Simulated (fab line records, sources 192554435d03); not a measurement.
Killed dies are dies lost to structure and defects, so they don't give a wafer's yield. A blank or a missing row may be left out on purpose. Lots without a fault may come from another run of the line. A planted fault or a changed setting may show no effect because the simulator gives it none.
Split-lot experiment | flow n5_finfet | 7 lots, 21 wafers read, on a route of 1938 steps

THE SPLIT
At N5_BEOL_M7_COAT_22 (resist thk 30 nm), the setting spin_rpm was moved away from the recipe's 1500 rpm on 8 of the 21 wafers read, by +3.2% to +11.1%. The other wafers ran this setting at the recipe's value.

FROM THE SPLIT TO THE READING: what the file shows between them, 6 steps
- N5_BEOL_M7_EBR_24
- N5_BEOL_M7_SOFTBAKE_23: time 60 s
- N5_BEOL_M7_EXPOSE_25: exposes mask V6, target cd 40 nm
- N5_BEOL_M7_PEB_26: peb time 60 s
- N5_BEOL_M7_DEVELOP_27: develop time 30 s
- N5_BEOL_M7_DESCUM_33: chemistry O2, time 7 s

THE READING
CAR-EUV_of_BEOL_M7_COAT_22.thk_nm (the simulator's own value, which no gauge read), in nm, at N5_BEOL_M7_ETCH_72 (etches underlayer in N2/H2, target depth 6.5 nm, time 5.2 s). The file gives no usual value for it. The 13 wafers here that ran the recipe average 20.4 nm, standard deviation 0.17 nm.

wafer  | tool, chamber at the split | spin_rpm as run, rpm | against the recipe | CAR-EUV_of_BEOL_M7_COAT_22.thk_nm, nm | against lot-mates on the recipe
L077.1 | litho_track-04, 0          | 1639                 | +9.3%              | 19                                    | -1.2
L077.5 | litho_track-04, 0          | 1639                 | +9.3%              | 19                                    | -1.2
L077.6 | litho_track-04, 0          | 1500                 | recipe             | 20.2                                  | -
L084.2 | litho_track-03, 0          | 1500                 | recipe             | 20.4                                  | -
L084.5 | litho_track-03, 0          | 1643                 | +9.5%              | 19                                    | -1.4
L084.6 | litho_track-03, 0          | 1643                 | +9.5%              | 18.8                                  | -1.6
L086.2 | litho_track-04, 0          | 1500                 | recipe             | 20.6                                  | -
L086.5 | litho_track-04, 0          | 1500                 | recipe             | 20.4                                  | -
L086.6 | litho_track-04, 0          | 1500                 | recipe             | 20.6                                  | -
L087.1 | litho_track-03, 0          | 1548                 | +3.2%              | 19.6                                  | -0.8
L087.3 | litho_track-03, 0          | 1548                 | +3.2%              | 20                                    | -0.4
L087.4 | litho_track-03, 0          | 1500                 | recipe             | 20.4                                  | -
L090.1 | litho_track-03, 0          | 1500                 | recipe             | 20.6                                  | -
L090.3 | litho_track-03, 0          | 1500                 | recipe             | 20.8                                  | -
L090.4 | litho_track-03, 0          | 1666                 | +11.1%             | 18.8                                  | -1.9
L094.2 | litho_track-03, 0          | 1500                 | recipe             | 20.2                                  | -
L094.4 | litho_track-03, 0          | 1592                 | +6.1%              | 19.2                                  | -1.0
L094.5 | litho_track-03, 0          | 1500                 | recipe             | 20.2                                  | -
L096.2 | litho_track-03, 0          | 1500                 | recipe             | 20.4                                  | -
L096.5 | litho_track-03, 0          | 1500                 | recipe             | 20.4                                  | -
L096.6 | litho_track-03, 0          | 1500                 | recipe             | 20.4                                  | -

THE FIT
A straight line over all 21 wafers: CAR-EUV_of_BEOL_M7_COAT_22.thk_nm changes by -0.158 nm for each +1% of spin_rpm; r = -0.97; the points scatter about the line by 0.18 nm.
The same after taking each lot's own level away (the mean of its wafers on the recipe; 21 wafers): -0.152 nm for each +1%; r = -0.98; scatter 0.13 nm.
On that fit, the largest move of spin_rpm shifts the reading by 1.7 nm.
The lots' own levels span 20.20 to 20.70 nm, that is 2.9 times the standard deviation above.
So the lot-to-lot level changes the slope little: the two slopes agree.
Check: with one of the wafers moved furthest among these (+11.1%) left out of the fit, the line predicts -1.63 nm for it against its lot-mates. It came out at -1.9 nm against them.

OTHER SPLITS ON THESE WAFERS
These wafers also went through other splits before the reading. Each is held against what the fit with the lots' levels taken away leaves over:
other split on the same wafers     | wafers away from the commonest value | r with CAR-EUV_of_BEOL_M7_COAT_22.thk_nm (lot level and that fit taken away)
N5_BEOL_M1_EXPOSE_08 dose_mj       | 7                                    | -0.12
N5_BEOL_M3_ETCH_70 time_s          | 9                                    | -0.29
N5_BEOL_M4_TRENCH_ETCH_37 source_w | 8                                    | +0.03
N5_BEOL_M5_COAT_71 spin_rpm        | 8                                    | -0.01
N5_BEOL_M6_COAT_63 spin_rpm        | 5                                    | +0.41
N5_BEOL_M6_COAT_22 spin_rpm        | 6                                    | +0.15
N5_BEOL_M7_COAT_71 spin_rpm        | 7                                    | +0.33

THE WHOLE CHAIN: every reading that the file lists as answering this split, in the file's order
step                  | what it does                                                | reading                                                                            | change (the file's fit)               | r (the file's)
N5_BEOL_M7_COAT_22    | resist thk 30 nm                                            | CAR-EUV_of_BEOL_M7_COAT_22.thk_nm (the simulator's own value, which no gauge read) | -0.14 nm for each +1% of the setting  | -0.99
N5_BEOL_M7_DEVELOP_27 | develop time 30 s                                           | CAR-EUV_of_BEOL_M7_COAT_22.thk_nm (the simulator's own value, which no gauge read) | -0.15 nm for each +1% of the setting  | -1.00
N5_BEOL_M7_ETCH_72    | etches underlayer in N2/H2, target depth 6.5 nm, time 5.2 s | CAR-EUV_of_BEOL_M7_COAT_22.thk_nm (the simulator's own value, which no gauge read) | -0.157 nm for each +1% of the setting | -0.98

THE FILE'S OWN FIT
CAR-EUV_of_BEOL_M7_COAT_22.thk_nm changes by -0.157 nm for each +1% of spin_rpm, r = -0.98.
